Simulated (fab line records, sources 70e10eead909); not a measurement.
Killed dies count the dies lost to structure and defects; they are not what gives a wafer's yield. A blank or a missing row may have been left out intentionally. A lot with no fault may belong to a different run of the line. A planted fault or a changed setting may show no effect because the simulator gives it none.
Struck lot and sound lot, side by side -- flow nandHarc -- 16 out of 1302 route steps
Sound: these wafers, L628.1, L628.3, L628.6. Struck: wafers L638.4, L638.6 (left out: L638.1, a lot-mate that was not struck); the cause follows at the end.
For every step that has rows: the tool of each side, followed by ch and its chambers, followed by its first start. Under that, the readings that differ: sound wafers -- struck wafers -- difference of the means -- sigmas: that difference in standard deviations of wafers without a fault.
alike: readings with means less than 2 such deviations apart, plus words and numbers identical on both sides. not compared: withheld readings, readings lacking a value on some wafer, bounds such as >300 that could conceal the same value, and numbers that have no deviation in the record and whose values overlap.
Wherever a step has rows on one side only, a row that says differs or no value, or a row with sigmas, the two part there. Numbers that have no deviation but don't overlap get no sigmas and don't part them. Lack of a reading on every wafer of one side parts them only where that side has two or more wafers.

NHARC_A_DECK1_JOINT_INSPECT_05:
  sound: defectInspect-01 at day 15 21:06; struck: defectInspect-02 at day 20 01:37
  alike: rawDefectCount
then, no rows for these wafers at 1 step: NHARC_A_ONON_D2_DEP_00 (target thk 1000 nm).
NHARC_A_ONON_D2_THK_MEAS_02: measures by ellipsometry.
  sound: filmMetro-01 at day 15 21:41; struck: filmMetro-02 at day 20 02:12
  alike: thkNm
then, no rows for these wafers at 1 step: NHARC_A_ONON_D2_DEP_03 (target thk 1000 nm).
NHARC_A_ONON_D2_THK_MEAS_05: measures by ellipsometry.
  sound: filmMetro-01 at day 15 22:14; struck: filmMetro-02 at day 20 02:46
reading,sound,struck,difference,sigmas
thkNm (nm),998 997 997,1019 1020,+22,+2
then, no rows for these wafers at 1 step: NHARC_A_ONON_D2_DEP_06 (target thk 1000 nm).
NHARC_A_ONON_D2_THK_MEAS_08: measures by ellipsometry.
  sound: filmMetro-01 at day 15 22:49; struck: filmMetro-02 at day 20 03:20
  alike: thkNm
then, no rows for these wafers at 1 step: NHARC_A_ONON_D2_DEP_09 (target thk 1000 nm).
NHARC_A_ONON_D2_THK_MEAS_11: measures by ellipsometry.
  sound: filmMetro-01 at day 15 23:23; struck: filmMetro-01 at day 20 03:53
  alike: thkNm
then, no rows for these wafers at 1 step: NHARC_A_ONON_D2_DEP_12 (target thk 1000 nm).
NHARC_A_ONON_D2_THK_MEAS_14: measures by ellipsometry.
  sound: filmMetro-01 at day 15 23:57; struck: filmMetro-02 at day 20 04:28
  alike: thkNm
then, 1 step without rows for these wafers: NHARC_A_ONON_D2_ANNEAL_15 (time 3600 s).
NHARC_A_ONON_D2_DEP_16: target thk 1000 nm.
  sound on pecvdOnon-04 ch 0, day 16 06:46; struck on pecvdOnon-04 ch 0, day 20 11:39
NHARC_A_ONON_D2_THK_MEAS_18: measures by ellipsometry.
  sound: filmMetro-02 at day 16 07:17; struck: filmMetro-02 at day 20 12:09
reading,sound,struck,difference,sigmas
thkNm (nm),977 977 977,552 553,-424,-39
then, no rows for these wafers at 1 step: NHARC_A_ONON_D2_DEP_19 (target thk 1000 nm).
-- record jumps: 11 days between struck wafers' starts before vs after; left off in module A_ONON_D2, resumes in module END, first step shown is number 1302 of the route --
NHARC_END_SORT_01:
  sound on prober-01 ch 0, day 27 14:58; struck on prober-02 ch 0, day 31 15:41
reading,sound,struck,difference,sigmas
killedAtArray,59 57 50,674 676,+620,+41
killedAtPeriphery,8 11 7,3 1,-7,-3
killedDies,67 68 59,677 677,+612,+41
  alike: killedAtOther, killedOpen, killedShort

WHERE THEY PART
Earliest at NHARC_A_ONON_D2_THK_MEAS_05; latest, in this record, at NHARC_END_SORT_01.

WHY: whatever the simulator had introduced
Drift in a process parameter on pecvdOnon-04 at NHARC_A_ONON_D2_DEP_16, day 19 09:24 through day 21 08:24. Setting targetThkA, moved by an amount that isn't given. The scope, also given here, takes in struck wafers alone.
